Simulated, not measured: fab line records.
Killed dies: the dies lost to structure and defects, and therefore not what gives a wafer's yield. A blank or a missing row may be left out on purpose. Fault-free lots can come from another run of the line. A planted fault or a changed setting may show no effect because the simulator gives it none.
Lot-split experiment    flow n5_finfet    21 wafers read from 7 lots, route of 1938 steps

## ABOUT THE SPLIT
At N5_BEOL_M0_SAQP_DESCUM_45 (chemistry O2, time 7 s), the setting time_s was moved away from the recipe's 7 s on 6 of the 21 wafers read, by -19.9% to +21.3%. The other wafers ran this setting at the recipe's value.

The reading is taken at the split's own step.

## THE READING
CAR-EUV_of_BEOL_M0_SAQP_COAT_34.thk_nm (the simulator's own value, which no gauge read), in nm, at N5_BEOL_M0_SAQP_DESCUM_45 (chemistry O2, time 7 s). The file gives no usual value for it. Here, 15 wafers ran the recipe; their average is 26.1 nm with a standard deviation of 0.098 nm.

wafer   tool, chamber at the split  time_s as run, s  against the recipe  CAR-EUV_of_BEOL_M0_SAQP_COAT_34.thk_nm, nm  against lot-mates on the recipe
L075.2  rie_diel-02, 1,2            7                 recipe              26.2                                        -
L075.3  rie_diel-02, 1,2            7                 recipe              26.2                                        -
L075.5  rie_diel-02, 3              7                 recipe              26                                          -
L077.1  rie_diel-03, 2,3            8.492             +21.3%              25.2                                        -1.0
L077.3  rie_diel-03, 2,3            8.492             +21.3%              25.2                                        -1.0
L077.2  rie_diel-03, 0              7                 recipe              26.2                                        -
L081.3  rie_diel-03, 1              5.654             -19.2%              26.8                                        +0.8
L081.5  rie_diel-03, 0              7                 recipe              26                                          -
L081.6  rie_diel-03, 2              5.654             -19.2%              26.6                                        +0.6
L085.1  rie_diel-02, 1              7                 recipe              26.2                                        -
L085.3  rie_diel-02, 0              5.604             -19.9%              26.8                                        +0.6
L085.4  rie_diel-02, 1              7                 recipe              26.2                                        -
L090.2  rie_diel-01, 2              7                 recipe              26                                          -
L090.6  rie_diel-01, 2              7                 recipe              26                                          -
L090.4  rie_diel-01, 1              7                 recipe              26                                          -
L092.1  rie_diel-01, 3              7                 recipe              26                                          -
L092.4  rie_diel-01, 2              7                 recipe              26.2                                        -
L092.6  rie_diel-01, 2              7                 recipe              26                                          -
L097.1  rie_diel-02, 2              6.469             -7.6%               26.4                                        +0.4
L097.2  rie_diel-02, 0              7                 recipe              26                                          -
L097.3  rie_diel-02, 3              7                 recipe              26                                          -
If several chambers appear in one row, that row covers several wafers at once and the file leaves open which wafer was in which chamber.

THE FIT
A straight line over all 21 wafers: CAR-EUV_of_BEOL_M0_SAQP_COAT_34.thk_nm changes by -0.0373 nm for each +1% of time_s; r = -0.97; the points scatter about the line by 0.1 nm.
The same after taking each lot's own level away (the mean of its wafers on the recipe; 21 wafers): -0.0405 nm for each +1%; r = -0.98; scatter 0.092 nm.
That fit puts the effect of the largest move of time_s on the reading at 0.86 nm.
The lots' own levels span 26.00 to 26.20 nm, that is 2.0 times the standard deviation above.
So the lot-to-lot level changes the slope little: the two slopes agree.
Check: -0.844 nm against its lot-mates is what the line predicts for one of the wafers moved furthest among these (+21.3%) when that wafer is left out of the fit. Against them it came out at -1 nm.

## OTHER SPLITS ON THESE WAFERS
Note: prior to the reading, these wafers also went through further splits. Each is held against what the fit with the lots' levels taken away leaves over:
other split on the same wafers             wafers away from the commonest value  r with CAR-EUV_of_BEOL_M0_SAQP_COAT_34.thk_nm (lot level and that fit taken away)
N5_GATE_CUT_DESCUM_18 time_s               6                                     +0.40
N5_MOL_CONTACT_COAG_EXPOSE_37 dose_mj      9                                     -0.29
N5_MOL_CONTACT_COAG_ALD_133 ald_cycles     9                                     +0.10
N5_BEOL_M0_SAQP_SPACER1_ALD_98 ald_cycles  6                                     +0.20
N5_BEOL_M0_SAQP_EXPOSE_37 dose_mj          6                                     +0.18

## FILE'S OWN FIT
CAR-EUV_of_BEOL_M0_SAQP_COAT_34.thk_nm changes by -0.0389 nm for each +1% of time_s, r = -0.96.
